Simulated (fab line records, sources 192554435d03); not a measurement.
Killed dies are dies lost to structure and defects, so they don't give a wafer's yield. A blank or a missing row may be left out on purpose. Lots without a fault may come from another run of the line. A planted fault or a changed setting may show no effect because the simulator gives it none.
Which tool did it? | flow n5_finfet | 8 lots, 24 wafers sampled, at 8 steps of a route of 1938

WHAT THE GAUGES READ, wafer by wafer
N5_FIN_SAQP_INSPECT_40: inspects for defects (brightfield).
lot  | measured    | on                | raw_defect_count
L316 | day 2 08:27 | defect_inspect-02 | 275 182 192
L320 | day 3 08:38 | defect_inspect-02 | 238 353 250
L323 | day 4 07:01 | defect_inspect-01 | 190 172 141
L327 | day 5 03:16 | defect_inspect-02 | 192 192 126
L330 | day 5 19:49 | defect_inspect-01 | 654 174 276
L333 | day 6 14:28 | defect_inspect-01 | 147 227 158
L337 | day 7 15:34 | defect_inspect-01 | 202 295 260
L338 | day 7 21:17 | defect_inspect-01 | 201 193 180

N5_FIN_CUT_INSPECT_10: inspects for defects (brightfield).
lot  | measured    | on                | raw_defect_count
L316 | day 2 08:51 | defect_inspect-02 | 54 37 36
L320 | day 3 10:33 | defect_inspect-02 | 39 63 53
L323 | day 4 07:32 | defect_inspect-02 | 53 35 55
L327 | day 5 03:39 | defect_inspect-02 | 51 38 19
L330 | day 5 20:20 | defect_inspect-02 | 389 33 46
L333 | day 6 14:59 | defect_inspect-02 | 19 43 30
L337 | day 7 16:04 | defect_inspect-02 | 40 48 44
L338 | day 7 21:48 | defect_inspect-02 | 38 35 44

N5_FIN_CUT_INSPECT_17: inspects for defects (brightfield).
lot  | measured    | on                | raw_defect_count
L316 | day 2 09:49 | defect_inspect-02 | 280 188 208
L320 | day 3 11:31 | defect_inspect-01 | 222 333 237
L323 | day 4 08:35 | defect_inspect-02 | 210 208 167
L327 | day 5 04:36 | defect_inspect-02 | 208 202 132
L330 | day 5 21:17 | defect_inspect-01 | 664 182 291
L333 | day 6 15:56 | defect_inspect-01 | 137 257 153
L337 | day 7 17:01 | defect_inspect-01 | 185 285 270
L338 | day 7 22:45 | defect_inspect-01 | 214 196 180

N5_BEOL_M4_RC_MEAS_101.
lot  | measured     | on        | DIBL_N (mV/V)  | DIBL_P (mV/V) | IOFF_N (nA/um) | IOFF_P (nA/um) | ION_N (uA/um) | ION_P (uA/um) | SS_N (mV/dec)  | SS_P (mV/dec)  | VT_N (mV)   | VT_P (mV)
L316 | day 10 12:04 | prober-02 | 34.6 40.1 36.5 | 36 42 38      | 0.13 0.26 0.17 | 0.18 0.29 0.22 | 657 688 667   | 448 468 459   | 70.1 72.2 72.0 | 72.9 74.8 72.7 | 253 242 249 | -255 -245 -251
L320 | day 12 09:07 | prober-02 | 34.7 33.9 34.8 | 34 33 35      | 0.13 0.12 0.13 | 0.22 0.19 0.23 | 659 661 674   | 464 461 475   | 71.6 71.3 71.1 | 73.4 72.3 72.6 | 251 253 255 | -247 -251 -246
L323 | day 12 21:09 | prober-02 | 40.1 41.5 40.5 | 41 40 39      | 0.23 0.26 0.26 | 0.33 0.32 0.30 | 688 700 686   | 477 475 470   | 71.7 73.2 71.8 | 74.0 74.5 74.3 | 246 243 242 | -242 -243 -246
L327 | day 13 12:31 | prober-02 | 36.7 35.2 37.4 | 38 37 39      | 0.18 0.16 0.19 | 0.25 0.24 0.26 | 675 693 671   | 469 476 461   | 71.2 70.9 71.9 | 73.2 74.2 74.3 | 246 249 248 | -249 -247 -249
L330 | day 14 05:19 | prober-01 | 34.6 38.4 40.5 | 36 38 41      | 0.12 0.18 0.23 | 0.22 0.24 0.32 | 669 671 693   | 471 469 476   | 71.3 71.9 72.6 | 73.4 73.8 74.8 | 256 250 246 | -249 -248 -243
L333 | day 15 15:47 | prober-01 | 32.3 36.0 32.8 | 34 38 34      | 0.11 0.17 0.12 | 0.17 0.25 0.18 | 661 662 671   | 452 461 469   | 70.5 72.2 70.6 | 71.0 74.0 71.9 | 253 247 254 | -252 -248 -252
L337 | day 16 07:49 | prober-02 | 36.5 37.0 38.3 | 39 39 41      | 0.19 0.19 0.23 | 0.26 0.26 0.30 | 704 674 700   | 484 462 477   | 71.2 72.0 71.3 | 74.6 73.8 74.7 | 244 248 245 | -243 -248 -248
L338 | day 16 15:21 | prober-02 | 39.7 40.2 38.0 | 42 42 39      | 0.26 0.25 0.22 | 0.32 0.33 0.26 | 694 682 681   | 474 475 466   | 72.8 72.6 72.4 | 75.2 74.5 74.2 | 241 246 245 | -245 -245 -246

WHICH TOOL RAN EACH LOT (tool, then ch and the chambers of the sampled wafers, then the start)
lot  | N5_FIN_SAQP_PRECLEAN_42            | N5_FIN_SAQP_ETCH_69               | N5_FIN_SAQP_STRIP_77              | N5_FIN_SAQP_ETCH_64
L316 | wet_bench-05 ch 3,5,6, day 2 02:15 | rie_diel-01 ch 0,1,3, day 2 06:59 | rie_diel-04 ch 2,3, day 2 07:59   | rie_si-02 ch 0,1,3, day 2 08:10
L320 | wet_bench-06 ch 2,3,4, day 3 01:59 | rie_diel-04 ch 0,2,3, day 3 07:09 | rie_diel-01 ch 0,1,2, day 3 08:12 | rie_si-02 ch 1,2,3, day 3 08:22
L323 | wet_bench-05 ch 0,6,7, day 3 20:56 | rie_diel-01 ch 0,1,2, day 4 05:22 | rie_diel-05 ch 0,1, day 4 06:34   | rie_si-01 ch 0,3, day 4 06:45
L327 | wet_bench-06 ch 2,3,4, day 4 20:14 | rie_diel-01 ch 0,1,3, day 5 00:52 | rie_diel-04 ch 0,2, day 5 02:49   | rie_si-01 ch 0,1, day 5 02:59
L330 | wet_bench-06 ch 1,3,7, day 5 14:24 | rie_diel-01 ch 0,1,2, day 5 18:25 | rie_diel-04 ch 0,1, day 5 19:23   | rie_si-04 ch 0,1,2, day 5 19:33
L333 | wet_bench-05 ch 1,3,5, day 6 08:50 | rie_diel-04 ch 2,3, day 6 13:03   | rie_diel-04 ch 1,2,3, day 6 14:01 | rie_si-01 ch 1,2,3, day 6 14:11
L337 | wet_bench-02 ch 0,4,5, day 7 08:54 | rie_diel-01 ch 0,2,3, day 7 14:02 | rie_diel-04 ch 0,1,3, day 7 15:07 | rie_si-02 ch 1,2,3, day 7 15:17
L338 | wet_bench-02 ch 2,3,7, day 7 15:09 | rie_diel-04 ch 0,2,3, day 7 19:43 | rie_diel-05 ch 0,1,2, day 7 20:51 | rie_si-01 ch 0,1,3, day 7 21:01
- N5_FIN_SAQP_PRECLEAN_42: cleans in O3/DIW, time 60 s.
- N5_FIN_SAQP_ETCH_69: etches SOC in N2/H2, stops on SiNx, target depth 150 nm.
- N5_FIN_SAQP_STRIP_77: strips in N2/H2, time 90 s.
- N5_FIN_SAQP_ETCH_64: etches SiO2 in CF4, target depth 1.5 nm.

WHAT THE TOOLS THEMSELVES READ (means of the sampled wafers that have a number; where no wafer has one, the mark that the record gives instead)
N5_FIN_SAQP_PRECLEAN_42.
lot  | tool         | o3_ppm
L316 | wet_bench-05 | 9.95
L320 | wet_bench-06 | 9.97
L323 | wet_bench-05 | 10.06
L327 | wet_bench-06 | 10.03
L330 | wet_bench-06 | 10.04
L333 | wet_bench-05 | 9.99
L337 | wet_bench-02 | 10.12
L338 | wet_bench-02 | 9.99

N5_FIN_SAQP_ETCH_69.
lot  | tool        | chamber_pressure_mTorr (mTorr) | drypump_motor_current_A (A) | n2_flow_sccm (sccm) | oes_product_au (a.u.) | rf_vpp_V (V) | showerhead_plenum_p_Torr (Torr) | throttle_valve_pct (%)
L316 | rie_diel-01 | 29.983                         | 5.4                         | 199.7               | 0.81                  | 240.8        | 2.59                            | 17.71
L320 | rie_diel-04 | 30.000                         | 5.7                         | 200.0               | 0.74                  | 241.5        | 2.57                            | 17.46
L323 | rie_diel-01 | 29.971                         | 5.2                         | 200.0               | 0.73                  | 240.5        | 2.55                            | 17.76
L327 | rie_diel-01 | 29.993                         | 5.4                         | 199.8               | 0.78                  | 241.1        | 2.58                            | 17.75
L330 | rie_diel-01 | 30.027                         | 5.3                         | 199.6               | 0.72                  | 241.6        | 2.55                            | 17.79
L333 | rie_diel-04 | 30.020                         | 5.4                         | 200.3               | 0.72                  | 241.8        | 2.58                            | 17.47
L337 | rie_diel-01 | 30.012                         | 5.4                         | 200.0               | 0.76                  | 240.1        | 2.48                            | 17.59
L338 | rie_diel-04 | 29.973                         | 5.7                         | 200.1               | 0.70                  | 240.8        | 2.55                            | 17.50

N5_FIN_SAQP_STRIP_77.
lot  | tool        | chamber_pressure_mTorr (mTorr) | drypump_motor_current_A (A) | n2_flow_sccm (sccm) | oes_product_au (a.u.) | rf_vpp_V (V) | showerhead_plenum_p_Torr (Torr) | throttle_valve_pct (%)
L316 | rie_diel-04 | 99.97                          | 5.5                         | 300.7               | 0.78                  | 45.5         | 3.44                            | 11.86
L320 | rie_diel-01 | 99.88                          | 5.3                         | 299.4               | 0.74                  | 46.1         | 3.39                            | 12.19
L323 | rie_diel-05 | 100.03                         | 6.1                         | 299.1               | 0.90                  | 45.2         | 3.35                            | 11.77
L327 | rie_diel-04 | 100.00                         | 5.2                         | 298.9               | 0.75                  | 44.9         | 3.37                            | 11.93
L330 | rie_diel-04 | 99.98                          | 6.0                         | 299.8               | 0.77                  | 45.6         | 3.36                            | 12.12
L333 | rie_diel-04 | 100.04                         | 5.9                         | 299.9               | 0.79                  | 46.1         | 3.45                            | 12.03
L337 | rie_diel-04 | 100.03                         | 6.2                         | 299.9               | 0.77                  | 44.9         | 3.41                            | 12.14
L338 | rie_diel-05 | 100.05                         | 5.7                         | 299.9               | 0.82                  | 45.4         | 3.36                            | 11.86

N5_FIN_SAQP_ETCH_64.
lot  | tool      | chamber_pressure_mTorr (mTorr) | drypump_motor_current_A (A) | oes_product_au (a.u.) | throttle_valve_pct (%)
L316 | rie_si-02 | 9.995                          | 5.6                         | 0.980                 | 21.68
L320 | rie_si-02 | 10.002                         | 5.3                         | 0.977                 | 21.64
L323 | rie_si-01 | 9.996                          | 5.7                         | 1.038                 | 21.57
L327 | rie_si-01 | 9.992                          | 5.5                         | 1.000                 | 22.08
L330 | rie_si-04 | 9.997                          | 5.6                         | 1.009                 | 21.84
L333 | rie_si-01 | 10.007                         | 5.9                         | 1.018                 | 21.74
L337 | rie_si-02 | 10.003                         | 5.3                         | 0.981                 | 21.63
L338 | rie_si-01 | 9.992                          | 5.7                         | 1.013                 | 21.88

THE ANSWER, worked out from the rows above alone
Rule: what is usual is taken from the lots themselves. Put in order of their means at a reading, lots are off if they are a third of the lots or fewer, leave a main group of 4 or more, and stand apart from it by a gap of 3 or more times the standard deviation of the main group's means; of several such gaps the widest counts. A main group whose means are all the same, to the digits that the tables above print for the reading, isn't used. A lot without any number at a reading at which 4 lots or more have one is off too. The other lots that the step has rows for count as sound. The gauges are gone through in route order, then the tools' own readings, and for those a lot's mean is taken as printed above. The first step at which some lot is off is used, and at that step the reading that is off furthest; a lot without a number counts as furthest.
Off: L330, at N5_FIN_CUT_INSPECT_10 (raw_defect_count). The main group: mean 42, standard deviation 6.6.
A tool fits if, at a process step before that reading, it ran every lot that is off, and no sound lot after the first of them. The gauges at N5_FIN_CUT_INSPECT_10 aren't tried: what is off there is off at N5_FIN_CUT_INSPECT_17 too, on other tools, and a gauge's error can't cause that. Can't be told from this: 2 tools fit, wet_bench-06 at N5_FIN_SAQP_PRECLEAN_42, rie_si-04 at N5_FIN_SAQP_ETCH_64.

WHAT THE SIMULATOR HAD PUT IN
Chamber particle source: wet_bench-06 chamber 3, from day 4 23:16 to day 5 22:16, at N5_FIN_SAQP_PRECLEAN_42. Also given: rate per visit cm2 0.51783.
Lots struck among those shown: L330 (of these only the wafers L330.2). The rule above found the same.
